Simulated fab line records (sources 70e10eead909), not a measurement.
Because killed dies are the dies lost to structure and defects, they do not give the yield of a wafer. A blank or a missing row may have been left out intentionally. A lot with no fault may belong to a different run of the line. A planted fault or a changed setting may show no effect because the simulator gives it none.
A lot that was struck, set against a sound lot    flow nandHarc    13 steps out of a route of 1159
Sound: wafers L736.3, L736.4, L736.5. The struck wafers were L734.4, L734.5, L734.6. At the end, the cause is stated.
Per side, at each step with rows, come the tool, then ch with its chambers, and then its first start. Under that, the readings that differ: sound wafers    struck wafers    difference of the means    sigmas: that difference in standard deviations of wafers without a fault.
alike: a reading whose means differ by less than 2 such deviations, as well as words and numbers matching on both sides. not compared: withheld readings; readings where some wafer has no value; bounds like >300 that might hide an equal value; numbers whose values overlap and for which the record gives no deviation.
A row with sigmas, a row that says differs or no value, or rows on one side alone: a step with any of these is where the two part. Non-overlapping numbers with no deviation appear without sigmas and do not part them. A reading that every wafer of one side lacks parts them only if that side has two wafers or more.

first, 1 step without rows for these wafers: NHARC_A_SLIT_SRD_20.
NHARC_A_SLIT_CD_MEAS_21:
  sound on cdSem-02 at day 19 11:08; struck on cdSem-01 at day 18 12:13
  alike: cdNm
then, 3 steps without rows for these wafers: NHARC_A_SIN_REMOVE_WET_00 (chemistry H3PO4, time 15300 s); NHARC_A_SIN_REMOVE_PRECLEAN_01 (cleans in SC1); NHARC_A_SIN_REMOVE_SRD_02.
NHARC_A_SIN_REMOVE_INSPECT_04:
  sound on defectInspect-02 at day 19 18:48; struck on defectInspect-02 at day 18 19:56
  alike: rawDefectCount
NHARC_A_WL_FILL_ALD_00: deposits Al2O3, target thk 3 nm, pulse time 3 s, ald cycles 30.
  sound on aldHk-02 ch 0,1,3, day 19 18:52; struck on aldHk-02 ch 2,3, day 18 20:01
  alike: heaterPowerW, precursorPulseHeightRel
NHARC_A_WL_FILL_RTA_01: time 5 s.
  sound on rtpAnneal-01 ch 0, day 19 19:11; struck on rtpAnneal-01 ch 0, day 18 20:21
  alike: lampPowerPct, lamp_zone_2_pct, wafer_temp_C_max
NHARC_A_WL_FILL_ALD_02: deposits TiN, target thk 2 nm, pulse time 3 s, ald cycles 100.
  sound on aldMetal-02 ch 1,2, day 19 19:21; struck on aldMetal-02 ch 0,3, day 18 20:31
  alike: heaterPowerW, precursorPulseHeightRel
NHARC_A_WL_FILL_CVD_03: deposits W, target thk 40 nm, time 3302 s.
  sound on cvdW-02 ch 0,1, day 19 20:43; struck on cvdW-01 ch 0,1, day 18 21:52
  alike: heaterPowerW, throttleValvePct
NHARC_A_WL_FILL_ETCHBACK_04: etches the open film in NF3, target depth 60 nm, time 120 s.
  sound on rieMetal-01 ch 0,1, day 19 23:08; struck on rieMetal-02 ch 0,1, day 19 00:21
reading              sound              struck             difference  sigmas
oesProductAu (a.u.)  1.007 0.992 0.996  0.745 0.750 0.745  -0.252      -34
  alike: drypumpMotorCurrentA
  not compared: rfHoursCounterH
NHARC_A_WL_FILL_ETCHBACK_05: etches the open film in Cl2/BCl3, target depth 22 nm, time 60 s.
  sound on rieMetal-01 ch 0,1, day 19 23:20; struck on rieMetal-02 ch 0,1, day 19 00:31
  alike: drypumpMotorCurrentA, oesProductAu
  not compared: rfHoursCounterH
-- break in the record here, with 4 days between the starts of the struck wafers on either side (left off in module A_WL_FILL, picked up again in module END, where the first step shown is number 1159 on the route) --
NHARC_END_SORT_01:
  the record has rows for the struck wafers here (prober-02 ch 0, day 23 08:08) and none for the sound ones

## WHERE THEY PART
At NHARC_A_WL_FILL_ETCHBACK_04 first; at NHARC_END_SORT_01 last (within this record only).

WHY: the cause the simulator had injected
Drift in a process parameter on rieMetal-02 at NHARC_A_WL_FILL_ETCHBACK_04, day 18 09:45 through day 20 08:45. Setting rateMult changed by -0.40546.
